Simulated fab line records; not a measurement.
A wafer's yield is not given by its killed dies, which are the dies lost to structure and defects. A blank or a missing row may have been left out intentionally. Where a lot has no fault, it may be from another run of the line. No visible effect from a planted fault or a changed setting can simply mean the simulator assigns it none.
Lot-split experiment ; flow n5_finfet ; 7 lots, 39 wafers read, on a route of 1938 steps

## THE SPLIT
At N5_GATE_CUT_ETCH_56 (etches TiN in Cl2/Ar, target depth 21.6 nm), the setting icp_w was moved away from the recipe's 600 W on 9 of the 39 wafers read, by -10.7% to +11.6%. The other wafers ran this setting at the recipe's value.

The reading is taken at the split's own step.

## THE READING
etch.depth_nm (the simulator's own value, which no gauge read), in nm, at N5_GATE_CUT_ETCH_56 (etches TiN in Cl2/Ar, target depth 21.6 nm). No usual value for it is given in the file. Across the 30 wafers here that went through the recipe, the average is 21.96 nm and the standard deviation 0.24 nm.

wafer;tool, chamber at the split;icp_w as run, W;against the recipe;etch.depth_nm, nm;against lot-mates on the recipe
L075.1;rie_metal-02, 1;669.7;+11.6%;24.35;+2.23
L075.2;rie_metal-02, 0;600;recipe;21.72;-
L075.3;rie_metal-02, 1;600;recipe;22.32;-
L075.6;rie_metal-02, 1;600;recipe;22.32;-
L075.4;rie_metal-02, 0;669.7;+11.6%;23.96;+1.84
L075.5;rie_metal-02, 0;669.7;+11.6%;23.99;+1.87
L076.1;rie_metal-01, 0;600;recipe;21.9;-
L076.2;rie_metal-01, 1;600;recipe;22.16;-
L076.3;rie_metal-01, 1;600;recipe;22.27;-
L076.4;rie_metal-01, 0;600;recipe;22.06;-
L076.5;rie_metal-01, 1;600;recipe;22.1;-
L076.6;rie_metal-01, 0;600;recipe;21.97;-
L080.1;rie_metal-02, 0;600;recipe;21.75;-
L080.2;rie_metal-02, 1;535.8;-10.7%;20.14;-1.76
L080.3;rie_metal-02, 0;600;recipe;21.76;-
L080.4;rie_metal-02, 1;535.8;-10.7%;20.12;-1.78
L080.5;rie_metal-02, 1;600;recipe;22.18;-
L080.6;rie_metal-02, 0;535.8;-10.7%;19.9;-2.00
L081.1;rie_metal-03, 1;600;recipe;22.07;-
L081.4;rie_metal-03, 1;600;recipe;22.07;-
L081.2;rie_metal-03, 0;600;recipe;21.87;-
L081.6;rie_metal-03, 0;600;recipe;21.87;-
L081.3;rie_metal-03, 0;600;recipe;22.01;-
L081.5;rie_metal-03, 1;600;recipe;22.08;-
L091.1;rie_metal-03, 0;600;recipe;21.77;-
L091.2;rie_metal-03, 1;600;recipe;21.48;-
L091.3;rie_metal-03, 1;600;recipe;21.71;-
L091.4;rie_metal-03, 0;600;recipe;21.58;-
L091.5;rie_metal-03, 1;600;recipe;21.55;-
L091.6;rie_metal-03, 0;600;recipe;21.65;-
L094.1;rie_metal-03, 1;600;recipe;21.83;-
L094.2;rie_metal-03, 0;550.7;-8.2%;20.31;-1.59
L094.3;rie_metal-03, 1;600;recipe;21.98;-
L094.4;rie_metal-03, 0;550.7;-8.2%;20.38;-1.52
L094.5;rie_metal-03, 0;600;recipe;21.88;-
L094.6;rie_metal-03, 1;550.7;-8.2%;20.26;-1.64
L097.1;rie_metal-01, 1;600;recipe;22.29;-
L097.4;rie_metal-01, 1;600;recipe;22.27;-
L097.6;rie_metal-01, 1;600;recipe;22.32;-

FIT RESULTS
A straight line over all 39 wafers: etch.depth_nm changes by +0.185 nm for each +1% of icp_w; r = +0.97; the points scatter about the line by 0.23 nm.
The same after taking each lot's own level away (the mean of its wafers on the recipe; 39 wafers): +0.175 nm for each +1%; r = +0.99; scatter 0.14 nm.
According to that fit, moving icp_w by its largest amount changes the reading by 2 nm.
The span of the lots' own levels, 21.623 to 22.293 nm, comes to 2.8 times the standard deviation stated above.
Hence the lot-to-lot level has little effect on the slope; both slopes agree.
Check: +1.98 nm against its lot-mates is what the line predicts for one of the wafers moved furthest among these (+11.6%) when that wafer is left out of the fit. It came out at +2.23 nm against them.

## THESE WAFERS: OTHER SPLITS
Before the reading, these wafers also passed through other splits. Each is held against what the fit with the lots' levels taken away leaves over:
other split on the same wafers;wafers away from the commonest value;r with etch.depth_nm (lot level and that fit taken away)
N5_WELL_APT_EPI_41 target_thk_a;15;-0.31
N5_DUMMY_GATE_ETCH_37 source_w;15;+0.14
N5_DUMMY_GATE_ETCH_31 target_depth_a;12;+0.09
N5_SD_EPI_N_EXPOSE_06 dose_mj;18;-0.05
N5_HKMG_FIN_ETCH_32 target_depth_a;15;+0.10

## FILE'S OWN FIT
etch.depth_nm changes by +0.176 nm for each +1% of icp_w, r = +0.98.
